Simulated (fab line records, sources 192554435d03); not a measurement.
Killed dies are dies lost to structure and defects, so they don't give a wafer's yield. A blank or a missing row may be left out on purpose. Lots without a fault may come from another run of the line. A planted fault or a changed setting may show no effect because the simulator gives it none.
One fault seen from 3 desks | flow n5_finfet | each desk has only its own numbers; what lay behind them comes last

THE METROLOGY DESK
What the gauges read, lot by lot, whatever tool the lot ran on: means of the sampled wafers that have a number. A lot is out of limits, marked OUT, if its mean lies more than 4 standard deviations from the usual mean; the brackets give that distance.
Columns: A = M6_ILD_THK at N5_BEOL_M6_THK_MEAS_01, usual 157.0 nm
lot  | first seen here | A
L509 | day 8 23:31     | 153.9
L510 | day 9 03:18     | 159.1
L513 | day 9 21:55     | 158.9
L516 | day 9 23:46     | 158.7
L519 | day 11 03:02    | 155.2
L518 | day 11 03:59    | 155.9
L520 | day 11 08:17    | 154.7
L521 | day 11 12:19    | 158.1
L528 | day 13 08:08    | 159.3
L530 | day 13 18:08    | 143.4 (-5.4) OUT
L529 | day 13 18:40    | 149.6
This desk's finding: out of limits on L530; first on L530, day 13 18:08 (M6_ILD_THK at N5_BEOL_M6_THK_MEAS_01). In limits: L509, L510, L513, L516, L519, L518, L520, L521, L528, L529.

THE TOOL OWNER'S DESK: pecvd-04
The tool's own readings at N5_BEOL_M6_ILD_DEP_00 (deposits SiCOH lowk from DEMS/porogen, target thk 179.75 nm, time 33.4 s): means of the sampled wafers that have a number, for each lot that ran on this tool. A lot is out of limits, marked OUT, if its mean lies more than 4 standard deviations from the usual mean; the brackets give that distance.
Columns: A = heater_power_w at N5_BEOL_M6_ILD_DEP_00, usual 286 W; B = showerhead_plenum_p_Torr at N5_BEOL_M6_ILD_DEP_00, usual 5.745 Torr; C = showerhead_vpp_V at N5_BEOL_M6_ILD_DEP_00, usual 1402 V; D = susceptor_temp_C at N5_BEOL_M6_ILD_DEP_00, usual 300.00 C; E = throttle_valve_pct at N5_BEOL_M6_ILD_DEP_00, usual 14.1 %
lot  | first seen here | A   | B     | C    | D      | E
L510 | day 9 02:35     | 261 | 5.747 | 1356 | 300.14 | 14.2
L513 | day 9 21:20     | 246 | 5.752 | 1372 | 300.27 | 14.1
L516 | day 9 23:11     | 268 | 5.753 | 1413 | 300.09 | 14.9
L518 | day 11 02:55    | 282 | 5.736 | 1360 | 300.01 | 14.1
L520 | day 11 07:43    | 266 | 5.742 | 1369 | 299.86 | 14.3
L528 | day 13 07:32    | 245 | 5.753 | 1407 | 299.98 | 14.8
L530 | day 13 17:33    | 284 | 5.747 | 1386 | 299.99 | 14.8
L529 | day 13 18:05    | 273 | 5.741 | 1393 | 299.97 | 13.9
This desk's finding: nothing out of limits on any of the 8 lots.

THE DEFECT DESK
What the inspections along the route counted, lot by lot: means of the sampled wafers that have a number. A lot is out of limits, marked OUT, if its mean lies more than 4 standard deviations from the usual mean; the brackets give that distance.
Columns: A = raw_defect_count at N5_BEOL_M5_INSPECT_58, usual 77
lot  | first seen here | A
L509 | day 8 22:53     | 58
L510 | day 9 02:33     | 72
L513 | day 9 21:19     | 104
L516 | day 9 23:08     | 140
L519 | day 11 02:26    | 101
L518 | day 11 02:53    | 91
L520 | day 11 07:41    | 74
L521 | day 11 11:13    | 49
L528 | day 13 07:30    | 74
L530 | day 13 17:31    | 58
L529 | day 13 18:04    | 65
This desk's finding: nothing out of limits on any of the 11 lots.

PUT TOGETHER
The metrology desk could have raised an alarm at day 13 18:08, on L530.
The tool owner's desk saw nothing out of limits.
The defect desk saw nothing out of limits.
The tool owner's desk has L530 on record, within its limits.
The defect desk has L530 on record, within its limits.
Of the lots named, all ran N5_BEOL_M6_ILD_DEP_00 on pecvd-04.

WHAT THE SIMULATOR HAD PUT IN
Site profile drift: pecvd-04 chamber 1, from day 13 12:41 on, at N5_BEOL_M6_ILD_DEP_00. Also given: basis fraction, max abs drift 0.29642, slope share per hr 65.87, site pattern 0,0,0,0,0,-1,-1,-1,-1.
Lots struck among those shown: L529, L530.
Hours from the fault's start to each desk's first reading out of limits: the metrology desk, 5.
